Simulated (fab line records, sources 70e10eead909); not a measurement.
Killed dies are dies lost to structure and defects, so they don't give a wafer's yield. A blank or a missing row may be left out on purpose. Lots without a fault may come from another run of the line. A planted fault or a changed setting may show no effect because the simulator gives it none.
Which tool did it? | flow nand_harc | 11 lots, 33 wafers sampled, at 4 steps of a route of 1302

WHAT THE GAUGES READ, wafer by wafer
NHARC_P_M1_INSPECT_11.
lot  | measured     | on                | raw_defect_count
L337 | day 6 05:04  | defect_inspect-01 | 2 4 5
L338 | day 6 15:10  | defect_inspect-01 | 3 4 3
L340 | day 7 05:41  | defect_inspect-01 | 6 5 3
L341 | day 8 00:16  | defect_inspect-01 | 4 3 5
L343 | day 8 16:58  | defect_inspect-02 | 256 262 270
L344 | day 8 22:28  | defect_inspect-01 | 295 268 276
L351 | day 12 09:35 | defect_inspect-02 | 9 7 4
L353 | day 13 03:43 | defect_inspect-02 | 2 8 7
L356 | day 14 02:20 | defect_inspect-02 | 4 5 5
L357 | day 14 18:49 | defect_inspect-01 | 5 2 2
L360 | day 16 01:27 | defect_inspect-02 | 5 4 2

WHICH TOOL RAN EACH LOT (tool, then ch and the chambers of the sampled wafers, then the start)
lot  | NHARC_P_M0_ETCH_34                 | NHARC_P_M0_PRE_CLEAN_29                 | NHARC_P_M0_CMP_23
L337 | rie_diel-02 ch 0,2,3, day 6 01:02  | pvd_sputter-03, day 6 03:03 or earlier  | cmp-01 ch 0,1,2, day 6 03:03
L338 | rie_diel-05 ch 1,2, day 6 11:12    | pvd_sputter-02, day 6 13:13 or earlier  | cmp-04 ch 0,2, day 6 13:13
L340 | rie_diel-12 ch 1,3, day 7 01:52    | pvd_sputter-03, day 7 03:49 or earlier  | cmp-04 ch 0,2,3, day 7 03:49
L341 | rie_diel-12 ch 1,2,3, day 7 20:21  | pvd_sputter-02, day 7 22:19 or earlier  | cmp-04 ch 0,1,2, day 7 22:19
L343 | rie_diel-05 ch 1,2, day 8 13:11    | pvd_sputter-01, day 8 15:06 or earlier  | cmp-04 ch 1,3, day 8 15:06
L344 | rie_diel-05 ch 0,2,3, day 8 18:28  | pvd_sputter-02, day 8 20:28 or earlier  | cmp-04 ch 0,3, day 8 20:28
L351 | rie_diel-05 ch 0,2, day 12 05:49   | pvd_sputter-01, day 12 07:44 or earlier | cmp-04 ch 1,3, day 12 07:44
L353 | rie_diel-05 ch 2,3, day 12 23:48   | pvd_sputter-03, day 13 01:46 or earlier | cmp-04 ch 1,3, day 13 01:46
L356 | rie_diel-05 ch 1,3, day 13 22:34   | pvd_sputter-01, day 14 00:28 or earlier | cmp-04 ch 1,2,3, day 14 00:28
L357 | rie_diel-05 ch 0,2,3, day 14 14:53 | pvd_sputter-03, day 14 16:50 or earlier | cmp-03 ch 0,1,3, day 14 16:50
L360 | rie_diel-05 ch 1,2, day 15 21:31   | pvd_sputter-03, day 15 23:31 or earlier | cmp-04 ch 0,2,3, day 15 23:31
- NHARC_P_M0_ETCH_34: etches the open film in N2/H2, target depth 40 nm, overetch 12 nm, time 43.94 s.
- NHARC_P_M0_PRE_CLEAN_29: time 30 s.
- NHARC_P_M0_CMP_23: polishes, t overpolish 20 s, target thk 117.54 nm.

THE ANSWER, worked out from the rows above alone
Rule: what is usual is taken from the lots themselves. Put in order of their means at a reading, lots are off if they are a third of the lots or fewer, leave a main group of 4 or more, and stand apart from it by a gap of 3 or more times the standard deviation of the main group's means; of several such gaps the widest counts. A main group whose means are all the same, to the digits that the tables above print for the reading, isn't used. A lot without any number at a reading at which 4 lots or more have one is off too. The other lots that the step has rows for count as sound.
Off: L343, L344, at NHARC_P_M1_INSPECT_11 (raw_defect_count). The main group: mean 4.4, standard deviation 1.1.
A tool fits if, at a process step before that reading, it ran every lot that is off, and no sound lot after the first of them. The gauges at NHARC_P_M1_INSPECT_11 are tried like those tools. NHARC_P_M0_PRE_CLEAN_29 gives no start for some lots, so the hours and the order of its lots are those of NHARC_P_M0_CMP_23. None of those tried fits.

WHAT THE SIMULATOR HAD PUT IN
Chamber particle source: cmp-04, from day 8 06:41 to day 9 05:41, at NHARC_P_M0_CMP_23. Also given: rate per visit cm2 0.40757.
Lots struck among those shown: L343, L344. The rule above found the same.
